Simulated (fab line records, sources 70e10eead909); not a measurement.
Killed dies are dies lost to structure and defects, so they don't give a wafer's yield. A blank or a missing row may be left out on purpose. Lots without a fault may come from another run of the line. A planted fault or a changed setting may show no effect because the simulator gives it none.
Problem report in the 8D (eight disciplines) form, filled by code | flow nand_harc | the parts of the form that need people (team, actions taken, sign-off) are left out

1. THE PROBLEM
VT_DECK2_MIDDLE_INNER at NHARC_END_WLT_00 reads a mean of 0.939 on 12 wafers of 4 lots; wafers without a fault read 0.883 with a standard deviation of 0.0053. That is +10 standard deviations from the usual mean.
First seen on wafer L633.1, day 28 21:12, on prober-02. The record holds 30 wafers of 10 lots with a number at this step. Rule for "out", or "out of limits": more than 4 standard deviations from the usual mean. The other wafers with a number count as sound.

2. WHAT IT IS AND WHAT IT IS NOT
question                    | is                                                                                                                                                                                                                                                                                                                                                                 | is not
which readings at this step | VT_DECK2_MIDDLE_INNER, VT_DECK1_BOTTOM, VT_DECK1_BOTTOM_INNER, VT_DECK1_MEDIAN_NEAR_BOTTOM, VT_DECK1_MEDIAN_NEAR_BOTTOM_INNER, VT_DECK1_MIDDLE, VT_DECK1_MIDDLE_INNER, VT_DECK1_TOP, VT_DECK1_TOP_INNER, VT_DECK2_BOTTOM, VT_DECK2_BOTTOM_INNER, VT_DECK2_MEDIAN_NEAR_BOTTOM, VT_DECK2_MEDIAN_NEAR_BOTTOM_INNER, VT_DECK2_MIDDLE, VT_DECK2_TOP, VT_DECK2_TOP_INNER | -
which lots                  | L632, L633, L637, L639                                                                                                                                                                                                                                                                                                                                             | L623, L626, L628, L630, L631, L644
which wafers of those lots  | all that have a number                                                                                                                                                                                                                                                                                                                                             | -
read on which gauges        | prober-01, prober-02                                                                                                                                                                                                                                                                                                                                               | -
when                        | from day 28 21:12                                                                                                                                                                                                                                                                                                                                                  | up to then (12 sound wafers); but 6 sound wafers of L630, L644 came after

3. SUSPECTS, AND WHAT RULES EACH OUT
Counting: a tool at a process step up to the reading stays a suspect if it ran every lot that is out and no sound lot after the first of them.
- the gauge at NHARC_END_WLT_00: ruled out. The wafers that are out were read on 2 gauges (prober-01, prober-02).
- wet_bench-09 at NHARC_P_STI_PRECLEAN_32 (cleans in SC1): kept. It ran every lot that is out, first L632 (day 7 14:01), and no sound lot after that; its last sound lot up to then is L631 (day 7 01:47).
Left after counting: wet_bench-09 at NHARC_P_STI_PRECLEAN_32.

4. THE CAUSE (what the simulator had put in)
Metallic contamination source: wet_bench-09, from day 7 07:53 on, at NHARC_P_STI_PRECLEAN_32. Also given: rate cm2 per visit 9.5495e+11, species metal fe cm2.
Counting left only this tool.

5. THE CHAIN OF EFFECTS, in route order
Each row: a reading whose mean over the struck wafers that have a number lies more than 3 standard deviations from the usual. Only readings for which the record gives a usual standard deviation are gone through. hours: the time from each lot's start at the first step in this table that gives one to its start at this step, as a median over the lots. sigmas: the change in usual standard deviations.
hours | step             | reading                           | usual | on struck wafers | change | sigmas
0     | NHARC_END_WLT_00 | VT_DECK1_BOTTOM                   | 0.872 | 0.922            | +0.050 | +7.5
0     | NHARC_END_WLT_00 | VT_DECK1_BOTTOM_INNER             | 0.872 | 0.926            | +0.054 | +7.3
0     | NHARC_END_WLT_00 | VT_DECK1_MEDIAN_NEAR_BOTTOM       | 0.873 | 0.926            | +0.053 | +7.2
0     | NHARC_END_WLT_00 | VT_DECK1_MEDIAN_NEAR_BOTTOM_INNER | 0.873 | 0.925            | +0.052 | +7.7
0     | NHARC_END_WLT_00 | VT_DECK1_MIDDLE                   | 0.886 | 0.939            | +0.053 | +7.9
0     | NHARC_END_WLT_00 | VT_DECK1_MIDDLE_INNER             | 0.886 | 0.940            | +0.053 | +8.2
0     | NHARC_END_WLT_00 | VT_DECK1_TOP                      | 0.897 | 0.951            | +0.054 | +7.4
0     | NHARC_END_WLT_00 | VT_DECK1_TOP_INNER                | 0.897 | 0.951            | +0.054 | +7.3
0     | NHARC_END_WLT_00 | VT_DECK2_BOTTOM                   | 0.870 | 0.923            | +0.053 | +8.4
0     | NHARC_END_WLT_00 | VT_DECK2_BOTTOM_INNER             | 0.870 | 0.924            | +0.054 | +8.5
0     | NHARC_END_WLT_00 | VT_DECK2_MEDIAN_NEAR_BOTTOM       | 0.872 | 0.925            | +0.053 | +8.0
0     | NHARC_END_WLT_00 | VT_DECK2_MEDIAN_NEAR_BOTTOM_INNER | 0.871 | 0.925            | +0.054 | +8.8
0     | NHARC_END_WLT_00 | VT_DECK2_MIDDLE                   | 0.884 | 0.938            | +0.054 | +8.2
0     | NHARC_END_WLT_00 | VT_DECK2_MIDDLE_INNER             | 0.883 | 0.939            | +0.055 | +10
0     | NHARC_END_WLT_00 | VT_DECK2_TOP                      | 0.895 | 0.952            | +0.057 | +8.8
0     | NHARC_END_WLT_00 | VT_DECK2_TOP_INNER                | 0.896 | 0.951            | +0.055 | +8.6
Later measuring or inspecting steps at which every struck wafer that the step has a row for has a number for every such reading, and none has moved that far: NHARC_END_SORT_01.

6. WHAT WOULD HAVE CAUGHT IT SOONER
In this record the first reading out of limits at a measuring or inspecting step was taken at day 28 21:12, 517 hours after the fault began at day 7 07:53.
All the lots that are out (4) had begun NHARC_P_STI_PRECLEAN_32 on wet_bench-09 by day 28 21:12. A hold on the tool at that time would have spared none of them.
